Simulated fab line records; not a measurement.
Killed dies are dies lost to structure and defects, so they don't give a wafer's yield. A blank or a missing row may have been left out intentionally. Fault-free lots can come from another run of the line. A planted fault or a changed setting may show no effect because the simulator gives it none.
Matching of chambers ; flow n5 finfet ; 4 sister chambers for N5_BEOL_M8_ETCH_72 on rie diel-05
The step etches underlayer in N2/H2, target depth 6.5 nm, time 5.2 s. 8 wafers are shown with their chamber, then 7 later ones without.

== WAFERS WITH THEIR CHAMBER ==
wafer;chamber;drypump motor current A (A);showerhead plenum p Torr (Torr)
L082.4;0;5.2;2.41
L082.5;3;5.4;2.67
L086.2;1;6.2;2.50
L086.6;0;5.1;2.40
L093.4;2;5.3;2.55
L093.6;3;5.5;2.66
L092.1;2;5.3;2.55
L092.3;1;6.2;2.50

== WAFERS WHOSE CHAMBER IS MISSING ==
wafer;drypump motor current A (A);showerhead plenum p Torr (Torr)
L092.5;6.1;2.50
L090.1;6.2;2.50
L090.3;5.5;2.66
L090.5;6.2;2.50
L096.2;5.1;2.72
L096.3;5.3;2.55
L096.4;5.4;2.66

== WHICH CHAMBER EACH WENT THROUGH ==
wafer;from the rows above;in truth
L092.5;1;1
L090.1;1;1
L090.3;3;3
L090.5;1;1
L096.2;3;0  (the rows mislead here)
L096.3;2;2
L096.4;3;3
Correct placement for 6 of the 7. Left unplaced by these rows: 0. Number placed wrongly: 1.
How it was worked out, from the rows above alone: a wafer's distance from a chamber is the root of the sum, over the readings, of the square of ((its reading less the chamber's mean) divided by the reading's scatter). The wafer belongs to the nearest chamber; if the next one is less than 2 further off, it can't be placed. The mean given for a chamber averages the wafers shown for that chamber. The scatter is the square root of a quotient: the sum, over the shown wafers, of each reading's squared deviation from its chamber's mean, divided by wafers minus chambers.
